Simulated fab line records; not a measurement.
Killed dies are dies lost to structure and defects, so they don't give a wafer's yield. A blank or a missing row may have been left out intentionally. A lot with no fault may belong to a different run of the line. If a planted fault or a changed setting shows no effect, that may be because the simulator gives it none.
Which tool is to blame? / flow nand_harc / 24 lots, 72 wafers sampled, at 6 steps of a route of 1302

WHAT EACH GAUGE READ, for each wafer
NHARC_A_CONTACT_CD_MEAS_08 targets a cd of 200 nm.
lot=L074; measured=day 21 15:10; on=cd_sem-03; cd_nm (nm)=199.6 200.1 198.7
lot=L076; measured=day 23 03:08; on=cd_sem-01; cd_nm (nm)=200.6 200.3 199.9
lot=L075; measured=day 23 05:29; on=cd_sem-02; cd_nm (nm)=200.1 200.8 200.3
lot=L077; measured=day 23 09:37; on=cd_sem-01; cd_nm (nm)=199.6 199.6 199.2
lot=L078; measured=day 23 16:32; on=cd_sem-01; cd_nm (nm)=199.7 200.0 199.4
lot=L079; measured=day 24 09:32; on=cd_sem-02; cd_nm (nm)=200.2 200.9 200.0
lot=L080; measured=day 25 07:11; on=cd_sem-03; cd_nm (nm)=199.8 201.2 200.4
lot=L081; measured=day 25 22:43; on=cd_sem-01; cd_nm (nm)=199.1 200.1 200.2
lot=L082; measured=day 26 00:34; on=cd_sem-01; cd_nm (nm)=200.6 200.2 200.3
lot=L085; measured=day 27 01:43; on=cd_sem-02; cd_nm (nm)=198.6 200.3 199.5
lot=L084; measured=day 27 07:29; on=cd_sem-02; cd_nm (nm)=200.3 200.4 200.7
lot=L083; measured=day 27 10:53; on=cd_sem-01; cd_nm (nm)=200.1 200.2 200.0
lot=L087; measured=day 27 13:32; on=cd_sem-03; cd_nm (nm)=199.7 199.5 198.7
lot=L086; measured=day 27 20:23; on=cd_sem-01; cd_nm (nm)=200.4 200.8 200.8
lot=L088; measured=day 28 02:19; on=cd_sem-02; cd_nm (nm)=200.5 200.4 200.4
lot=L090; measured=day 28 03:12; on=cd_sem-02; cd_nm (nm)=200.0 200.4 200.4
lot=L089; measured=day 28 10:08; on=cd_sem-02; cd_nm (nm)=200.2 201.2 200.6
lot=L091; measured=day 29 08:42; on=cd_sem-03; cd_nm (nm)=199.4 199.3 200.0
lot=L092; measured=day 29 19:08; on=cd_sem-03; cd_nm (nm)=199.6 199.9 200.3
lot=L093; measured=day 30 10:55; on=cd_sem-02; cd_nm (nm)=200.5 200.2 200.3
lot=L094; measured=day 30 12:18; on=cd_sem-03; cd_nm (nm)=199.8 199.7 200.3
lot=L096; measured=day 30 19:35; on=cd_sem-01; cd_nm (nm)=199.2 199.6 199.6
lot=L095; measured=day 30 23:23; on=cd_sem-02; cd_nm (nm)=200.1 200.7 199.5
lot=L097; measured=day 32 14:43; on=cd_sem-02; cd_nm (nm)=200.7 201.0 201.4

NHARC_A_BLC_CD_MEAS_10 targets a cd of 100 nm.
lot=L074; measured=day 21 21:37; on=cd_sem-01; cd_nm (nm)=100.2 100.8 100.8
lot=L076; measured=day 23 10:01; on=cd_sem-03; cd_nm (nm)=100.2 100.8 99.9
lot=L075; measured=day 23 11:52; on=cd_sem-01; cd_nm (nm)=100.8 100.5 101.0
lot=L077; measured=day 23 16:25; on=cd_sem-02; cd_nm (nm)=99.7 100.0 99.8
lot=L078; measured=day 23 23:34; on=cd_sem-02; cd_nm (nm)=99.3 99.0 98.6
lot=L079; measured=day 24 15:51; on=cd_sem-01; cd_nm (nm)=99.2 100.1 98.9
lot=L080; measured=day 25 13:31; on=cd_sem-01; cd_nm (nm)=99.1 99.6 99.5
lot=L081; measured=day 26 05:01; on=cd_sem-02; cd_nm (nm)=99.8 99.7 99.9
lot=L082; measured=day 26 06:52; on=cd_sem-03; cd_nm (nm)=100.1 100.0 100.2
lot=L085; measured=day 27 08:01; on=cd_sem-02; cd_nm (nm)=100.2 99.9 99.9
lot=L084; measured=day 27 13:42; on=cd_sem-02; cd_nm (nm)=99.4 100.0 99.9
lot=L083; measured=day 27 18:02; on=cd_sem-01; cd_nm (nm)=99.0 99.1 100.1
lot=L087; measured=day 27 20:32; on=cd_sem-01; cd_nm (nm)=100.6 99.4 99.9
lot=L086; measured=day 28 02:43; on=cd_sem-01; cd_nm (nm)=99.9 99.6 99.5
lot=L088; measured=day 28 08:49; on=cd_sem-02; cd_nm (nm)=99.7 99.3 100.2
lot=L090; measured=day 28 09:58; on=cd_sem-02; cd_nm (nm)=99.8 100.3 100.1
lot=L089; measured=day 28 16:30; on=cd_sem-03; cd_nm (nm)=100.3 99.3 99.3
lot=L091; measured=day 29 17:49; on=cd_sem-02; cd_nm (nm)=100.6 100.1 100.7
lot=L092; measured=day 30 01:54; on=cd_sem-01; cd_nm (nm)=100.0 98.8 99.2
lot=L093; measured=day 30 17:14; on=cd_sem-01; cd_nm (nm)=100.4 99.6 100.0
lot=L094; measured=day 30 19:11; on=cd_sem-03; cd_nm (nm)=100.2 100.7 99.3
lot=L096; measured=day 31 01:49; on=cd_sem-03; cd_nm (nm)=99.3 98.6 99.6
lot=L095; measured=day 31 05:45; on=cd_sem-03; cd_nm (nm)=99.4 99.9 99.6
lot=L097; measured=day 32 22:37; on=cd_sem-02; cd_nm (nm)=99.1 99.0 99.8

NHARC_A_BLC_CD_MEAS_19.
lot=L074; measured=day 21 22:46; on=cd_sem-01; cd_nm (nm)=101.9 103.1 102.9
lot=L076; measured=day 23 11:10; on=cd_sem-01; cd_nm (nm)=101.4 100.4 105.2
lot=L075; measured=day 23 13:01; on=cd_sem-02; cd_nm (nm)=102.4 103.5 103.6
lot=L077; measured=day 23 17:34; on=cd_sem-03; cd_nm (nm)=101.0 95.4 100.0
lot=L078; measured=day 24 00:43; on=cd_sem-02; cd_nm (nm)=96.6 97.8 96.5
lot=L079; measured=day 24 17:00; on=cd_sem-01; cd_nm (nm)=97.4 99.4 98.4
lot=L080; measured=day 25 14:51; on=cd_sem-03; cd_nm (nm)=96.8 98.7 97.5
lot=L081; measured=day 26 06:10; on=cd_sem-03; cd_nm (nm)=100.9 104.7 99.1
lot=L082; measured=day 26 08:01; on=cd_sem-03; cd_nm (nm)=99.8 99.3 96.5
lot=L085; measured=day 27 09:10; on=cd_sem-03; cd_nm (nm)=98.5 99.5 97.0
lot=L084; measured=day 27 14:51; on=cd_sem-03; cd_nm (nm)=97.2 98.9 100.1
lot=L083; measured=day 27 19:10; on=cd_sem-01; cd_nm (nm)=99.8 95.8 97.5
lot=L087; measured=day 27 21:42; on=cd_sem-01; cd_nm (nm)=102.9 95.1 102.0
lot=L086; measured=day 28 03:57; on=cd_sem-01; cd_nm (nm)=101.1 102.4 100.6
lot=L088; measured=day 28 09:58; on=cd_sem-01; cd_nm (nm)=100.4 102.6 99.2
lot=L090; measured=day 28 11:07; on=cd_sem-02; cd_nm (nm)=97.2 99.2 99.6
lot=L089; measured=day 28 17:40; on=cd_sem-02; cd_nm (nm)=98.0 103.8 98.9
lot=L091; measured=day 29 18:58; on=cd_sem-01; cd_nm (nm)=102.1 100.8 101.0
lot=L092; measured=day 30 03:03; on=cd_sem-01; cd_nm (nm)=100.4 100.9 104.3
lot=L093; measured=day 30 18:24; on=cd_sem-03; cd_nm (nm)=102.2 97.5 100.9
lot=L094; measured=day 30 20:20; on=cd_sem-01; cd_nm (nm)=98.4 103.1 101.4
lot=L096; measured=day 31 02:58; on=cd_sem-02; cd_nm (nm)=100.9 100.7 99.1
lot=L095; measured=day 31 06:54; on=cd_sem-02; cd_nm (nm)=98.3 100.8 101.8
lot=L097; measured=day 32 23:46; on=cd_sem-01; cd_nm (nm)=101.0 98.7 98.3

NHARC_A_BLC_INSPECT_28.
lot=L074; measured=day 22 01:13; on=defect_inspect-01; raw_defect_count=734 575 582
lot=L076; measured=day 23 13:09; on=defect_inspect-02; raw_defect_count=465 678 513
lot=L075; measured=day 23 15:04; on=defect_inspect-02; raw_defect_count=626 442 640
lot=L077; measured=day 23 19:32; on=defect_inspect-02; raw_defect_count=610 363 625
lot=L078; measured=day 24 02:43; on=defect_inspect-02; raw_defect_count=641 608 620
lot=L079; measured=day 24 18:58; on=defect_inspect-02; raw_defect_count=356 456 331
lot=L080; measured=day 25 16:50; on=defect_inspect-02; raw_defect_count=527 450 425
lot=L081; measured=day 26 08:09; on=defect_inspect-01; raw_defect_count=549 756 537
lot=L082; measured=day 26 10:01; on=defect_inspect-02; raw_defect_count=518 451 406
lot=L085; measured=day 27 11:08; on=defect_inspect-02; raw_defect_count=570 557 730
lot=L084; measured=day 27 16:50; on=defect_inspect-01; raw_defect_count=500 461 465
lot=L083; measured=day 27 21:09; on=defect_inspect-02; raw_defect_count=547 363 300
lot=L087; measured=day 27 23:43; on=defect_inspect-02; raw_defect_count=500 695 538
lot=L086; measured=day 28 05:58; on=defect_inspect-02; raw_defect_count=541 385 483
lot=L088; measured=day 28 11:59; on=defect_inspect-02; raw_defect_count=700 781 655
lot=L090; measured=day 28 13:08; on=defect_inspect-02; raw_defect_count=698 530 669
lot=L089; measured=day 28 19:40; on=defect_inspect-01; raw_defect_count=522 528 539
lot=L091; measured=day 29 20:59; on=defect_inspect-01; raw_defect_count=505 367 426
lot=L092; measured=day 30 05:05; on=defect_inspect-02; raw_defect_count=600 492 529
lot=L093; measured=day 30 20:22; on=defect_inspect-01; raw_defect_count=325 369 407
lot=L094; measured=day 30 22:18; on=defect_inspect-02; raw_defect_count=584 658 509
lot=L096; measured=day 31 04:57; on=defect_inspect-01; raw_defect_count=478 522 692
lot=L095; measured=day 31 08:53; on=defect_inspect-01; raw_defect_count=630 755 561
lot=L097; measured=day 33 01:44; on=defect_inspect-01; raw_defect_count=425 551 378

EACH LOT AND THE TOOL THAT RAN IT (in order: tool; ch and the chambers of the sampled wafers; start)
lot=L074; NHARC_A_BLC_DEGAS_30=pvd_sputter-03, day 21 23:50; NHARC_A_BLC_CVD_24=cvd_w-01 ch 0,1, day 22 01:13 or earlier
lot=L076; NHARC_A_BLC_DEGAS_30=pvd_sputter-01, day 23 11:47; NHARC_A_BLC_CVD_24=cvd_w-01 ch 0,1, day 23 13:09 or earlier
lot=L075; NHARC_A_BLC_DEGAS_30=pvd_sputter-01, day 23 13:40; NHARC_A_BLC_CVD_24=cvd_w-02 ch 0,1, day 23 15:04 or earlier
lot=L077; NHARC_A_BLC_DEGAS_30=pvd_sputter-03, day 23 18:09; NHARC_A_BLC_CVD_24=cvd_w-01 ch 0,1, day 23 19:32 or earlier
lot=L078; NHARC_A_BLC_DEGAS_30=pvd_sputter-02, day 24 01:19; NHARC_A_BLC_CVD_24=cvd_w-02 ch 0,1, day 24 02:43 or earlier
lot=L079; NHARC_A_BLC_DEGAS_30=pvd_sputter-02, day 24 17:37; NHARC_A_BLC_CVD_24=cvd_w-01 ch 0,1, day 24 18:58 or earlier
lot=L080; NHARC_A_BLC_DEGAS_30=pvd_sputter-03, day 25 15:28; NHARC_A_BLC_CVD_24=cvd_w-01 ch 0,1, day 25 16:50 or earlier
lot=L081; NHARC_A_BLC_DEGAS_30=pvd_sputter-03, day 26 06:46; NHARC_A_BLC_CVD_24=cvd_w-02 ch 0,1, day 26 08:09 or earlier
lot=L082; NHARC_A_BLC_DEGAS_30=pvd_sputter-02, day 26 08:40; NHARC_A_BLC_CVD_24=cvd_w-02 ch 0,1, day 26 10:01 or earlier
lot=L085; NHARC_A_BLC_DEGAS_30=pvd_sputter-02, day 27 09:46; NHARC_A_BLC_CVD_24=cvd_w-01 ch 0,1, day 27 11:08 or earlier
lot=L084; NHARC_A_BLC_DEGAS_30=pvd_sputter-03, day 27 15:27; NHARC_A_BLC_CVD_24=cvd_w-01 ch 0,1, day 27 16:50 or earlier
lot=L083; NHARC_A_BLC_DEGAS_30=pvd_sputter-01, day 27 19:47; NHARC_A_BLC_CVD_24=cvd_w-02 ch 0,1, day 27 21:09 or earlier
lot=L087; NHARC_A_BLC_DEGAS_30=pvd_sputter-02, day 27 22:19; NHARC_A_BLC_CVD_24=cvd_w-01 ch 0,1, day 27 23:43 or earlier
lot=L086; NHARC_A_BLC_DEGAS_30=pvd_sputter-02, day 28 04:34; NHARC_A_BLC_CVD_24=cvd_w-02 ch 0,1, day 28 05:58 or earlier
lot=L088; NHARC_A_BLC_DEGAS_30=pvd_sputter-01, day 28 10:37; NHARC_A_BLC_CVD_24=cvd_w-01 ch 0,1, day 28 11:59 or earlier
lot=L090; NHARC_A_BLC_DEGAS_30=pvd_sputter-01, day 28 11:43; NHARC_A_BLC_CVD_24=cvd_w-02 ch 0,1, day 28 13:08 or earlier
lot=L089; NHARC_A_BLC_DEGAS_30=pvd_sputter-03, day 28 18:19; NHARC_A_BLC_CVD_24=cvd_w-02 ch 0,1, day 28 19:40 or earlier
lot=L091; NHARC_A_BLC_DEGAS_30=pvd_sputter-03, day 29 19:37; NHARC_A_BLC_CVD_24=cvd_w-02 ch 0,1, day 29 20:59 or earlier
lot=L092; NHARC_A_BLC_DEGAS_30=pvd_sputter-02, day 30 03:39; NHARC_A_BLC_CVD_24=cvd_w-02 ch 0,1, day 30 05:05 or earlier
lot=L093; NHARC_A_BLC_DEGAS_30=pvd_sputter-03, day 30 19:00; NHARC_A_BLC_CVD_24=cvd_w-01 ch 0,1, day 30 20:22 or earlier
lot=L094; NHARC_A_BLC_DEGAS_30=pvd_sputter-01, day 30 20:56; NHARC_A_BLC_CVD_24=cvd_w-02 ch 0,1, day 30 22:18 or earlier
lot=L096; NHARC_A_BLC_DEGAS_30=pvd_sputter-01, day 31 03:34; NHARC_A_BLC_CVD_24=cvd_w-02 ch 0,1, day 31 04:57 or earlier
lot=L095; NHARC_A_BLC_DEGAS_30=pvd_sputter-01, day 31 07:30; NHARC_A_BLC_CVD_24=cvd_w-02 ch 0,1, day 31 08:53 or earlier
lot=L097; NHARC_A_BLC_DEGAS_30=pvd_sputter-02, day 33 00:22; NHARC_A_BLC_CVD_24=cvd_w-02 ch 0,1, day 33 01:44 or earlier
- NHARC_A_BLC_DEGAS_30: time 60 s.
- NHARC_A_BLC_CVD_24: deposits W, target thk 150 nm, time 434 s.

AS READ BY THE TOOLS THEMSELVES (means over the sampled wafers that have a number; for cases with no such wafer, the mark the record gives instead)
NHARC_A_BLC_DEGAS_30.
lot=L074; tool=pvd_sputter-03; heater_power_w (W)=465
lot=L076; tool=pvd_sputter-01; heater_power_w (W)=469
lot=L075; tool=pvd_sputter-01; heater_power_w (W)=458
lot=L077; tool=pvd_sputter-03; heater_power_w (W)=489
lot=L078; tool=pvd_sputter-02; heater_power_w (W)=399
lot=L079; tool=pvd_sputter-02; heater_power_w (W)=417
lot=L080; tool=pvd_sputter-03; heater_power_w (W)=499
lot=L081; tool=pvd_sputter-03; heater_power_w (W)=506
lot=L082; tool=pvd_sputter-02; heater_power_w (W)=411
lot=L085; tool=pvd_sputter-02; heater_power_w (W)=423
lot=L084; tool=pvd_sputter-03; heater_power_w (W)=509
lot=L083; tool=pvd_sputter-01; heater_power_w (W)=437
lot=L087; tool=pvd_sputter-02; heater_power_w (W)=420
lot=L086; tool=pvd_sputter-02; heater_power_w (W)=378
lot=L088; tool=pvd_sputter-01; heater_power_w (W)=483
lot=L090; tool=pvd_sputter-01; heater_power_w (W)=430
lot=L089; tool=pvd_sputter-03; heater_power_w (W)=506
lot=L091; tool=pvd_sputter-03; heater_power_w (W)=503
lot=L092; tool=pvd_sputter-02; heater_power_w (W)=416
lot=L093; tool=pvd_sputter-03; heater_power_w (W)=489
lot=L094; tool=pvd_sputter-01; heater_power_w (W)=489
lot=L096; tool=pvd_sputter-01; heater_power_w (W)=485
lot=L095; tool=pvd_sputter-01; heater_power_w (W)=475
lot=L097; tool=pvd_sputter-02; heater_power_w (W)=429

NHARC_A_BLC_CVD_24.
lot=L074; tool=cvd_w-01; chamber_pressure_Torr (Torr)=40.03; heater_power_w (W)=453; throttle_valve_pct (%)=8.0
lot=L076; tool=cvd_w-01; chamber_pressure_Torr (Torr)=40.06; heater_power_w (W)=449; throttle_valve_pct (%)=8.1
lot=L075; tool=cvd_w-02; chamber_pressure_Torr (Torr)=39.93; heater_power_w (W)=453; throttle_valve_pct (%)=8.0
lot=L077; tool=cvd_w-01; chamber_pressure_Torr (Torr)=39.94; heater_power_w (W)=482; throttle_valve_pct (%)=7.7
lot=L078; tool=cvd_w-02; chamber_pressure_Torr (Torr)=40.04; heater_power_w (W)=463; throttle_valve_pct (%)=7.8
lot=L079; tool=cvd_w-01; chamber_pressure_Torr (Torr)=40.00; heater_power_w (W)=499; throttle_valve_pct (%)=7.5
lot=L080; tool=cvd_w-01; chamber_pressure_Torr (Torr)=39.96; heater_power_w (W)=511; throttle_valve_pct (%)=7.6
lot=L081; tool=cvd_w-02; chamber_pressure_Torr (Torr)=39.99; heater_power_w (W)=468; throttle_valve_pct (%)=7.8
lot=L082; tool=cvd_w-02; chamber_pressure_Torr (Torr)=39.98; heater_power_w (W)=454; throttle_valve_pct (%)=8.1
lot=L085; tool=cvd_w-01; chamber_pressure_Torr (Torr)=40.00; heater_power_w (W)=514; throttle_valve_pct (%)=7.6
lot=L084; tool=cvd_w-01; chamber_pressure_Torr (Torr)=39.94; heater_power_w (W)=470; throttle_valve_pct (%)=7.9
lot=L083; tool=cvd_w-02; chamber_pressure_Torr (Torr)=40.05; heater_power_w (W)=431; throttle_valve_pct (%)=7.7
lot=L087; tool=cvd_w-01; chamber_pressure_Torr (Torr)=40.00; heater_power_w (W)=507; throttle_valve_pct (%)=7.7
lot=L086; tool=cvd_w-02; chamber_pressure_Torr (Torr)=40.06; heater_power_w (W)=449; throttle_valve_pct (%)=7.8
lot=L088; tool=cvd_w-01; chamber_pressure_Torr (Torr)=39.97; heater_power_w (W)=468; throttle_valve_pct (%)=7.9
lot=L090; tool=cvd_w-02; chamber_pressure_Torr (Torr)=40.04; heater_power_w (W)=433; throttle_valve_pct (%)=7.7
lot=L089; tool=cvd_w-02; chamber_pressure_Torr (Torr)=40.01; heater_power_w (W)=424; throttle_valve_pct (%)=7.8
lot=L091; tool=cvd_w-02; chamber_pressure_Torr (Torr)=39.86; heater_power_w (W)=451; throttle_valve_pct (%)=7.8
lot=L092; tool=cvd_w-02; chamber_pressure_Torr (Torr)=40.07; heater_power_w (W)=446; throttle_valve_pct (%)=8.0
lot=L093; tool=cvd_w-01; chamber_pressure_Torr (Torr)=40.01; heater_power_w (W)=519; throttle_valve_pct (%)=7.7
lot=L094; tool=cvd_w-02; chamber_pressure_Torr (Torr)=40.05; heater_power_w (W)=430; throttle_valve_pct (%)=7.8
lot=L096; tool=cvd_w-02; chamber_pressure_Torr (Torr)=39.99; heater_power_w (W)=455; throttle_valve_pct (%)=7.9
lot=L095; tool=cvd_w-02; chamber_pressure_Torr (Torr)=40.05; heater_power_w (W)=448; throttle_valve_pct (%)=7.9
lot=L097; tool=cvd_w-02; chamber_pressure_Torr (Torr)=40.06; heater_power_w (W)=454; throttle_valve_pct (%)=7.9

THE ANSWER, worked out from the rows above alone
Rule: usual is defined by the lots themselves. The widest of any qualifying gaps counts: lots, ordered by their means at a reading, are off when they make up no more than a third of the lots, leave a main group of 4 or more, and stand apart from it by 3 or more times the standard deviation of that group's means. Not used: any main group whose means are identical at the precision the tables above print for the reading. Also off: a lot with no number at a reading for which 4 or more lots have one. Any other lot the step has rows for is counted as sound. Order of review: gauges by route order, followed by the tools' own readings, for which a lot's mean as printed above is used. The first step at which some lot is off is used, and at that step the reading that is off furthest; a lot without a number counts as furthest.
Across all readings shown, no lot is off: no conclusion can be drawn from this.

WHAT THE SIMULATOR HAD INSERTED
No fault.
